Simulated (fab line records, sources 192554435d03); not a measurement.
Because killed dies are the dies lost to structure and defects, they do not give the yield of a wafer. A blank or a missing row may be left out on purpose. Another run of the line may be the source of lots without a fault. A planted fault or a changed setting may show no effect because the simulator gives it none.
What tool caused it? -- flow n5_finfet -- 30 wafers from 11 lots sampled at 6 of the route's 1938 steps

## WHAT THE GAUGES READ, wafer by wafer
N5_BEOL_M4_RC_MEAS_101. Usual: DIBL_N 35.6 mV/V, standard deviation 1.7; DIBL_P 35.0 mV/V, standard deviation 2; IOFF_N 0.148 nA/um, standard deviation 0.027; IOFF_P 0.19 nA/um, standard deviation 0.032; ION_N 671 uA/um, standard deviation 14; ION_P 460 uA/um, standard deviation 9.1; SS_N 71.3 mV/dec, standard deviation 0.62; SS_P 73.0 mV/dec, standard deviation 0.64; VT_N 251 mV, standard deviation 3.2; VT_P -251.5 mV, standard deviation 2.9.
lot,measured,on,DIBL_N (mV/V),DIBL_P (mV/V),IOFF_N (nA/um),IOFF_P (nA/um),ION_N (uA/um),ION_P (uA/um),SS_N (mV/dec),SS_P (mV/dec),VT_N (mV),VT_P (mV),flag
L155,day 9 15:12,prober-01,38.2 38.3 37.6,38.9 39.4 38.2,0.168 0.180 0.164,0.20 0.22 0.20,692 685 687,473 466 465,72.1 71.9 71.9,73.6 73.4 73.0,250 248 249,-252.7 -253.7 -252.6,
L166,day 12 13:04,prober-02,38.8 38.5,36.7 36.0,0.158 0.165,0.19 0.19,668 660,450 447,70.9 72.1,74.1 73.2,253 252,-254.5 -252.7,
L167,day 12 16:08,prober-01,36.7 33.8 33.4,34.2 31.8 31.3,0.161 0.117 0.114,0.21 0.17 0.16,658 660 639,451 452 447,72.0 71.2 70.4,73.1 72.4 72.5,252 252 253,-249.6 -252.6 -253.5,
L168,day 12 17:50,prober-02,35.9 38.4 35.4,36.6 38.6 34.7,0.155 0.197 0.136,0.21 0.24 0.18,679 670 680,463 449 463,71.0 71.7 70.7,73.1 73.7 72.6,251 247 254,-250.7 -249.5 -251.3,
L170,day 13 08:40,prober-01,34.2 36.4 36.4,33.0 35.6 35.6,0.118 0.160 0.148,0.15 0.19 0.18,657 690 669,449 466 454,70.2 71.7 70.8,72.0 72.1 72.8,253 248 253,-255.5 -253.0 -252.2,
L171,day 13 12:05,prober-01,36.7 35.3,34.2 34.1,0.147 0.133,0.18 0.18,655 682,454 476,71.5 70.5,72.7 72.9,252 252,-250.2 -251.4,
L172,day 13 17:23,prober-02,35.5 40.2,34.2 40.5,0.119 0.222,0.18 0.30,662 692,458 475,70.5 72.3,72.3 73.4,253 247,-251.4 -244.4,
L173,day 13 20:51,prober-02,34.3 36.1 33.4,32.5 34.7 31.5,0.125 0.166 0.114,0.17 0.21 0.16,661 677 662,453 458 460,71.1 71.4 70.9,72.1 72.9 71.8,250 245 254,-253.9 -248.5 -254.1,
L175,day 14 09:56,prober-02,37.7 35.9 36.3,37.6 35.5 36.0,0.200 0.155 0.166,0.22 0.19 0.20,701 679 681,468 458 456,71.8 71.2 71.3,74.1 73.3 73.6,246 249 245,-253.1 -251.3 -250.3,

## EACH LOT AND THE TOOL THAT RAN IT (in order: tool; ch and the chambers of the sampled wafers; start)
lot,N5_BEOL_M1_SPUTTER_81,N5_BEOL_M1_ANNEAL_82,N5_BEOL_M1_SPUTTER_86,N5_BEOL_M1_ECD_50,N5_BEOL_M1_CMP_52
L155,"pvd_sputter-01, day 7 23:12","pvd_sputter-01, day 7 23:17","pvd_sputter-01, day 7 23:25","ecd_cu-02 ch 1, day 8 00:38","cmp-03 ch 0,1, day 8 01:20"
L159,"pvd_sputter-01, day 8 07:38","pvd_sputter-01, day 8 07:43","pvd_sputter-01, day 8 07:52","ecd_cu-02 ch 0, day 8 09:05","cmp-03 ch 0,1, day 8 09:28"
L160,"pvd_sputter-02, day 8 09:36","pvd_sputter-02, day 8 09:41","pvd_sputter-02, day 8 09:49","ecd_cu-02 ch 0,1, day 8 11:02","cmp-04 ch 1,2,3, day 8 11:25"
L166,"pvd_sputter-01, day 10 15:20","pvd_sputter-01, day 10 15:25","pvd_sputter-01, day 10 15:34","ecd_cu-02 ch 1, day 10 16:47","cmp-02 ch 1,2, day 10 18:53"
L167,"pvd_sputter-02, day 10 21:21","pvd_sputter-02, day 10 21:26","pvd_sputter-02, day 10 21:34","ecd_cu-02 ch 0,1, day 10 22:47","cmp-04 ch 1,3, day 11 00:02"
L168,"pvd_sputter-03, day 10 21:27","pvd_sputter-03, day 10 21:32","pvd_sputter-03, day 10 21:40","ecd_cu-01 ch 0,1, day 10 22:53","cmp-02 ch 0,1,3, day 11 00:20"
L170,"pvd_sputter-01, day 11 00:28","pvd_sputter-01, day 11 00:32","pvd_sputter-01, day 11 00:41","ecd_cu-01 ch 0, day 11 01:54","cmp-02 ch 0,1,3, day 11 02:28"
L171,"pvd_sputter-03, day 11 02:56","pvd_sputter-03, day 11 03:01","pvd_sputter-03, day 11 03:09","ecd_cu-02 ch 1, day 11 04:22","cmp-04 ch 0,1, day 11 05:33"
L172,"pvd_sputter-03, day 11 08:49","pvd_sputter-03, day 11 08:54","pvd_sputter-03, day 11 09:02","ecd_cu-02 ch 1, day 11 10:16","cmp-04 ch 0,1, day 11 11:53"
L173,"pvd_sputter-02, day 11 14:55","pvd_sputter-02, day 11 15:00","pvd_sputter-02, day 11 15:08","ecd_cu-01 ch 0,1, day 11 16:22","cmp-03 ch 2,3, day 11 17:14"
L175,"pvd_sputter-02, day 12 08:22","pvd_sputter-02, day 12 08:27","pvd_sputter-02, day 12 08:35","ecd_cu-01 ch 0,1, day 12 09:49","cmp-02 ch 0,1,2, day 12 10:16"
- N5_BEOL_M1_SPUTTER_81: material Cu, target thk 4.5 nm, time 8.29 s.
- N5_BEOL_M1_ANNEAL_82: time 240 s.
- N5_BEOL_M1_SPUTTER_86: material Cu, target thk 4.5 nm, time 8.29 s.
- N5_BEOL_M1_ECD_50: material Cu, target thk 300 nm.
- N5_BEOL_M1_CMP_52: polishes, stops on SiOC, t overpolish 6.8 s, target thk 40 nm.

## AS READ BY THE TOOLS THEMSELVES (means over the sampled wafers that have a number; for cases with no such wafer, the mark the record gives instead)
N5_BEOL_M1_SPUTTER_81. Usual: substrate_temp_c -20.00 C, standard deviation 0.099; throttle_valve_pct 30.2 %, standard deviation 1.4.
lot,tool,substrate_temp_c (C),throttle_valve_pct (%),flag
L155,pvd_sputter-01,-20.00,30.6,
L159,pvd_sputter-01,-20.14,29.3,
L160,pvd_sputter-02,-20.12,29.6,
L166,pvd_sputter-01,-20.03,29.9,
L167,pvd_sputter-02,-19.99,30.1,
L168,pvd_sputter-03,-20.02,29.0,
L170,pvd_sputter-01,-19.97,29.9,
L171,pvd_sputter-03,-20.07,31.7,
L172,pvd_sputter-03,-20.03,30.5,
L173,pvd_sputter-02,-20.01,30.1,
L175,pvd_sputter-02,-20.03,29.8,

N5_BEOL_M1_ANNEAL_82. Usual: 824 W for heater_power_w, sd 91.
lot,tool,heater_power_w (W),flag
L155,pvd_sputter-01,805,
L159,pvd_sputter-01,788,
L160,pvd_sputter-02,824,
L166,pvd_sputter-01,864,
L167,pvd_sputter-02,797,
L168,pvd_sputter-03,876,
L170,pvd_sputter-01,733,
L171,pvd_sputter-03,876,
L172,pvd_sputter-03,877,
L173,pvd_sputter-02,804,
L175,pvd_sputter-02,836,

N5_BEOL_M1_SPUTTER_86. Usual: substrate_temp_c -20.00 C, standard deviation 0.11; throttle_valve_pct 30.2 %, standard deviation 1.4.
lot,tool,substrate_temp_c (C),throttle_valve_pct (%),flag
L155,pvd_sputter-01,-19.99,30.3,
L159,pvd_sputter-01,-20.10,29.4,
L160,pvd_sputter-02,-19.99,29.7,
L166,pvd_sputter-01,-20.05,29.9,
L167,pvd_sputter-02,-19.98,30.0,
L168,pvd_sputter-03,-20.07,28.8,
L170,pvd_sputter-01,-20.07,29.8,
L171,pvd_sputter-03,-19.95,31.9,
L172,pvd_sputter-03,-20.07,30.4,
L173,pvd_sputter-02,-20.01,30.2,
L175,pvd_sputter-02,-19.92,29.7,

N5_BEOL_M1_CMP_52. Usual: motor_current_A 6.1 A, standard deviation 0.71; time_to_endpoint_s 62 s, standard deviation 3.2.
lot,tool,motor_current_A (A),time_to_endpoint_s (s),flag
L155,cmp-03,7.2,62,
L159,cmp-03,6.9,4,OFF
L160,cmp-04,6.0,0,OFF
L166,cmp-02,5.9,60,
L167,cmp-04,6.4,64,
L168,cmp-02,6.0,59,
L170,cmp-02,5.8,61,
L171,cmp-04,5.5,58,
L172,cmp-04,5.5,60,
L173,cmp-03,5.6,60,
L175,cmp-02,6.1,62,

## THE ANSWER, worked out from the rows above alone
Rule: a lot is off if the mean of its wafers that have a number lies more than 3 standard deviations from the usual mean. A lot without any number at a reading at which 4 lots or more have one is off too. Any other lot the step has rows for is counted as sound. After the gauges, taken in route order, come the tools' own readings; for these a lot's mean is taken, as printed above. The first step at which some lot is off is used, and at that step the reading that is off furthest; a lot without a number counts as furthest.
Off: L159, L160 (N5_BEOL_M1_CMP_52, time_to_endpoint_s).
If a tool, at that step or one of the process steps before it, ran each lot that is off and ran no sound lot following the first of them, it fits. No candidate that was tried fits.

## WHAT THE SIMULATOR HAD INSERTED
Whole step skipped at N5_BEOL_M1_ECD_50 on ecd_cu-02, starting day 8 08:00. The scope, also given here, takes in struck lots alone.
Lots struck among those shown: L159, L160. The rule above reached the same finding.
